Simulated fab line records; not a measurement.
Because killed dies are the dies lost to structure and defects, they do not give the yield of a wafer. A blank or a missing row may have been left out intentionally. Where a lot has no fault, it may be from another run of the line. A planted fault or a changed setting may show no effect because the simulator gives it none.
Which tool did it? | flow n5 finfet | Sampling: 15 lots, 45 wafers, 2 of 1938 route steps

## WHAT THE GAUGES READ, wafer by wafer
N5_DUMMY_GATE_INSPECT_27: inspects for defects (brightfield). Usual: 317 for raw defect count, sd 97.
lot  | measured    | on                | raw defect count | flag
L618 | day 3 00:05 | defect inspect-01 | 231 260 292      |
L621 | day 3 17:19 | defect inspect-01 | 346 564 450      |
L622 | day 3 23:42 | defect inspect-01 | 187 356 347      |
L624 | day 4 13:33 | defect inspect-02 | 239 218 219      |
L625 | day 4 16:53 | defect inspect-02 | 172 347 436      |
L626 | day 4 22:27 | defect inspect-01 | 277 311 270      |
L627 | day 5 06:52 | defect inspect-02 | 213 268 127      |
L628 | day 5 10:43 | defect inspect-01 | 236 278 208      |
L633 | day 6 17:22 | defect inspect-01 | 310 306 354      |
L634 | day 7 02:49 | defect inspect-02 | 177 271 362      |
L635 | day 7 06:43 | defect inspect-01 | 267 240 248      |
L636 | day 7 11:55 | defect inspect-02 | 236 311 531      |
L637 | day 7 16:17 | defect inspect-01 | 461 271 300      |
L638 | day 8 00:30 | defect inspect-01 | 421 775 464      |
L641 | day 8 16:52 | defect inspect-01 | 199 348 235      |

## WHICH TOOL RAN EACH LOT (tool, then ch and the chambers of the sampled wafers, then the start)
lot  | N5_DUMMY_GATE_STRIP_48
L618 | rie diel-06 ch 0,1,2, day 2 23:55
L621 | rie diel-01 ch 0,1, day 3 17:08
L622 | rie diel-01 ch 0,3, day 3 23:31
L624 | rie diel-06 ch 0,1, day 4 13:22
L625 | rie diel-06 ch 2,3, day 4 16:41
L626 | rie diel-02 ch 0,2,3, day 4 22:16
L627 | rie diel-01 ch 0,2, day 5 06:40
L628 | rie diel-06 ch 0,1,2, day 5 10:31
L633 | rie diel-02 ch 0,2, day 6 17:10
L634 | rie diel-06 ch 1,3, day 7 02:38
L635 | rie diel-06 ch 0,3, day 7 06:32
L636 | rie diel-01 ch 0,2, day 7 11:43
L637 | rie diel-01 ch 1,2, day 7 16:06
L638 | rie diel-02 ch 0,1,3, day 8 00:19
L641 | rie diel-02 ch 2,3, day 8 16:41
- N5_DUMMY_GATE_STRIP_48: strips in N2/H2, time 20 s.

## WHAT THE TOOLS THEMSELVES READ (means of the sampled wafers that have a number; where no wafer has one, the mark that the record gives instead)
N5_DUMMY_GATE_STRIP_48. Usual: drypump motor current A 5.7 A, standard deviation 0.41; oes product au 0.76 a.u., standard deviation 0.083; rf vpp V 45.4 V, standard deviation 0.86; showerhead plenum p Torr 3.37 Torr, standard deviation 0.1; throttle valve pct 12.24 %, standard deviation 0.25.
lot  | tool        | drypump motor current A (A) | oes product au (a.u.) | rf vpp V (V) | showerhead plenum p Torr (Torr) | throttle valve pct (%) | flag
L618 | rie diel-06 | 5.5                         | 0.71                  | 44.8         | 3.41                            | 12.37                  |
L621 | rie diel-01 | 5.7                         | 0.88                  | 46.1         | 3.37                            | 12.06                  |
L622 | rie diel-01 | 5.7                         | 0.85                  | 46.5         | 3.48                            | 12.01                  |
L624 | rie diel-06 | 5.6                         | 0.69                  | 45.7         | 3.35                            | 12.37                  |
L625 | rie diel-06 | 5.3                         | 0.82                  | 45.1         | 3.49                            | 12.21                  |
L626 | rie diel-02 | 6.0                         | 0.71                  | 44.2         | 3.35                            | 12.42                  |
L627 | rie diel-01 | 5.5                         | 0.77                  | 45.6         | 3.39                            | 12.22                  |
L628 | rie diel-06 | 5.5                         | 0.71                  | 45.0         | 3.40                            | 12.41                  |
L633 | rie diel-02 | 5.9                         | 0.72                  | 45.7         | 3.40                            | 12.49                  |
L634 | rie diel-06 | 5.5                         | 0.83                  | 45.4         | 3.40                            | 11.99                  |
L635 | rie diel-06 | 5.8                         | 0.77                  | 45.4         | 3.35                            | 12.28                  |
L636 | rie diel-01 | 5.5                         | 0.75                  | 46.0         | 3.38                            | 12.24                  |
L637 | rie diel-01 | 6.2                         | 0.83                  | 45.1         | 3.33                            | 12.01                  |
L638 | rie diel-02 | 5.8                         | 0.71                  | 45.3         | 3.25                            | 12.36                  |
L641 | rie diel-02 | 6.2                         | 0.68                  | 45.9         | 3.37                            | 12.37                  |

## THE ANSWER, worked out from the rows above alone
Rule: a lot is off if the mean of its wafers that have a number lies more than 3 standard deviations from the usual mean. Also off: a lot with no number at a reading for which 4 or more lots have one. Where the step has rows for the other lots, those lots are counted as sound. First the gauges in route order, then the tools' own readings, where a lot's mean is used as printed above. At the first step where some lot is off, the reading lying furthest off is the one used; lots without a number count as furthest.
No lot is off on any of the readings shown, so nothing can be concluded from this.

## WHAT THE SIMULATOR HAD PUT IN
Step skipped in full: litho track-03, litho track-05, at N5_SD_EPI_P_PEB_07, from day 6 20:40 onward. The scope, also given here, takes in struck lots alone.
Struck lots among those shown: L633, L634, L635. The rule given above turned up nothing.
